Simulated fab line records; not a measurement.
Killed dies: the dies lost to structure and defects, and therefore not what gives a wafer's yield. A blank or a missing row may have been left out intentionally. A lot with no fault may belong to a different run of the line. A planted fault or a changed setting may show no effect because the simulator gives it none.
The tool behind it: which one? / flow n5-finfet / 12 lots, 36 wafers sampled, at 3 steps of a route of 1938

## WHAT THE GAUGES SHOWED, per wafer
N5_SDB_INSPECT_36: inspects for defects (darkfield).
lot=L075; measured=day 4 06:23; on=defect-inspect-01; raw-defect-count=24 28 29
lot=L077; measured=day 4 17:11; on=defect-inspect-01; raw-defect-count=34 23 28
lot=L079; measured=day 5 05:35; on=defect-inspect-02; raw-defect-count=96 27 41
lot=L081; measured=day 5 14:55; on=defect-inspect-01; raw-defect-count=55 61 65
lot=L083; measured=day 6 01:24; on=defect-inspect-01; raw-defect-count=29 30 39
lot=L085; measured=day 6 20:36; on=defect-inspect-01; raw-defect-count=11 24 34
lot=L087; measured=day 7 03:30; on=defect-inspect-01; raw-defect-count=31 35 25
lot=L089; measured=day 7 14:26; on=defect-inspect-02; raw-defect-count=25 22 41
lot=L091; measured=day 8 01:34; on=defect-inspect-01; raw-defect-count=56 33 55
lot=L093; measured=day 8 14:31; on=defect-inspect-01; raw-defect-count=64 55 45
lot=L095; measured=day 9 06:58; on=defect-inspect-01; raw-defect-count=60 60 73
lot=L097; measured=day 9 15:32; on=defect-inspect-01; raw-defect-count=44 46 56

## TOOL THAT RAN EACH LOT (tool first, then ch and the chambers of the sampled wafers, then the start)
lot=L075; N5_SDB_STRIP_21=rie-diel-06 ch 0,1,3, day 4 02:43; N5_SDB_ALD_29=ald-sin-04 ch 0,2,3, day 4 03:19
lot=L077; N5_SDB_STRIP_21=rie-diel-06 ch 0,1, day 4 13:33; N5_SDB_ALD_29=ald-sin-03 ch 0,1,3, day 4 14:08
lot=L079; N5_SDB_STRIP_21=rie-diel-04 ch 2,3, day 5 01:07; N5_SDB_ALD_29=ald-sin-04 ch 1,2,3, day 5 02:32
lot=L081; N5_SDB_STRIP_21=rie-diel-02 ch 0,1,3, day 5 10:46; N5_SDB_ALD_29=ald-sin-04 ch 0,2,3, day 5 11:52
lot=L083; N5_SDB_STRIP_21=rie-diel-02 ch 1,3, day 5 21:46; N5_SDB_ALD_29=ald-sin-01 ch 0,1,3, day 5 22:21
lot=L085; N5_SDB_STRIP_21=rie-diel-04 ch 1,3, day 6 16:23; N5_SDB_ALD_29=ald-sin-01 ch 1,3, day 6 17:32
lot=L087; N5_SDB_STRIP_21=rie-diel-04 ch 1,2, day 6 23:52; N5_SDB_ALD_29=ald-sin-03 ch 2,3, day 7 00:27
lot=L089; N5_SDB_STRIP_21=rie-diel-04 ch 0,2,3, day 7 10:26; N5_SDB_ALD_29=ald-sin-03 ch 0,1, day 7 11:23
lot=L091; N5_SDB_STRIP_21=rie-diel-06 ch 1,2,3, day 7 21:56; N5_SDB_ALD_29=ald-sin-01 ch 0,2,3, day 7 22:31
lot=L093; N5_SDB_STRIP_21=rie-diel-02 ch 1,2, day 8 10:52; N5_SDB_ALD_29=ald-sin-04 ch 0,3, day 8 11:28
lot=L095; N5_SDB_STRIP_21=rie-diel-04 ch 2,3, day 9 01:19; N5_SDB_ALD_29=ald-sin-03 ch 0,1,3, day 9 03:54
lot=L097; N5_SDB_STRIP_21=rie-diel-06 ch 1,2,3, day 9 11:31; N5_SDB_ALD_29=ald-sin-04 ch 0,1,3, day 9 12:29
- N5_SDB_STRIP_21: strips in CF4.
- N5_SDB_ALD_29: deposits SiNx, target thk 30 nm, pulse time 1 s, ald cycles 600.

## THE ANSWER, worked out from the rows above alone
Rule: the lots themselves supply what counts as usual. Put in order of their means at a reading, lots are off if they are a third of the lots or fewer, leave a main group of 4 or more, and stand apart from it by a gap of 3 or more times the standard deviation of the main group's means; of several such gaps the widest counts. A main group whose means are all the same, to the digits that the tables above print for the reading, isn't used. A lot without any number at a reading at which 4 lots or more have one is off too. All remaining lots with rows at the step are treated as sound.
Nothing can be told from this: no lot is off at any reading shown.

## WHAT THE SIMULATOR HAD PUT IN
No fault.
